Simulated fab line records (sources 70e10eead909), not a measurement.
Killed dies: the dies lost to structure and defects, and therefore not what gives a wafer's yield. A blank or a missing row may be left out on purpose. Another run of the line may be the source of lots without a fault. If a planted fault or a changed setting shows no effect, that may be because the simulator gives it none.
One fault seen from 2 desks / flow nand-harc / each desk holds nothing but its own numbers, with what lay behind them at the end

== THE DEFECT DESK ==
Counts from the inspections along the route, per lot, as means over the sampled wafers that have a number. Any lot whose mean is over 4 standard deviations away from the usual mean is out of limits and marked OUT; that distance is given in the brackets.
Columns: A = raw-defect-count at NHARC_P_ZERO_WELL_INSPECT_43, usual 13; B = raw-defect-count at NHARC_P_STI_INSPECT_11, usual 5.3
lot=L947; first seen here=day 2 03:29; A=16; B=2.7
lot=L950; first seen here=day 3 09:32; A=12; B=5.7
lot=L952; first seen here=day 4 05:43; A=709 (+99 or more) OUT; B=700.3 (+99 or more) OUT
lot=L954; first seen here=day 5 05:37; A=702 (+99 or more) OUT; B=691.3 (+99 or more) OUT
lot=L960; first seen here=day 7 13:45; A=17; B=5.7
lot=L961; first seen here=day 7 23:52; A=21; B=5.3
lot=L965; first seen here=day 9 17:49; A=21; B=5.3
lot=L966; first seen here=day 10 01:44; A=17; B=4.3
lot=L968; first seen here=day 10 21:34; A=18; B=2.0
lot=L970; first seen here=day 11 17:40; A=25; B=6.0
This desk finds L952, L954 out of limits, L952 being first, at day 4 05:43 (raw-defect-count at NHARC_P_ZERO_WELL_INSPECT_43). L947, L950, L960, L961, L965, L966, L968, L970: within limits.

== TOOL OWNER'S DESK, rie-diel-01 ==
The tool's own readings at NHARC_P_ZERO_WELL_ETCH_65 (etches the open film in N2/H2, target depth 80 nm, overetch 24 nm, time 87.88 s): means of the sampled wafers that have a number, for each lot that ran on this tool. Any lot whose mean is over 4 standard deviations away from the usual mean is out of limits and marked OUT; that distance is given in the brackets.
Columns: A = drypump-motor-current-A at NHARC_P_ZERO_WELL_ETCH_65, usual 5.8 A; B = n2-flow-sccm at NHARC_P_ZERO_WELL_ETCH_65, usual 150.0 sccm; C = oes-product-au at NHARC_P_ZERO_WELL_ETCH_65, usual 1.000 a.u.; D = rf-vpp-V at NHARC_P_ZERO_WELL_ETCH_65, usual 431.1 V; E = showerhead-plenum-p-Torr at NHARC_P_ZERO_WELL_ETCH_65, usual 2.07 Torr; F = throttle-valve-pct at NHARC_P_ZERO_WELL_ETCH_65, usual 14.172 %
lot=L950; first seen here=day 3 03:33; A=5.9; B=149.3; C=0.992; D=432.1; E=2.08; F=14.174
lot=L952; first seen here=day 3 23:31; A=5.9; B=149.8; C=0.995; D=431.0; E=2.08; F=14.167
lot=L954; first seen here=day 4 19:30; A=5.5; B=150.1; C=0.994; D=428.3; E=1.97; F=14.174
lot=L970; first seen here=day 11 11:31; A=5.7; B=150.0; C=0.994; D=432.8; E=2.10; F=14.175
Finding of this desk: none of the 4 lots has anything out of limits.

== BROUGHT TOGETHER ==
The defect desk could have raised an alarm at day 4 05:43, on L952, L954.
The tool owner's desk saw nothing out of limits.
The tool owner's desk has L952, L954 on record, within its limits.
On rie-diel-01, each named lot ran NHARC_P_ZERO_WELL_ETCH_65.

== WHAT HAD BEEN PUT IN BY THE SIMULATOR ==
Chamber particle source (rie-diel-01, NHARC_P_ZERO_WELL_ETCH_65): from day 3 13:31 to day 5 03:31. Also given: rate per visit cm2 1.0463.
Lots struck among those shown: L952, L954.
Hours from the fault's start to each desk's first reading out of limits: the defect desk, 16.
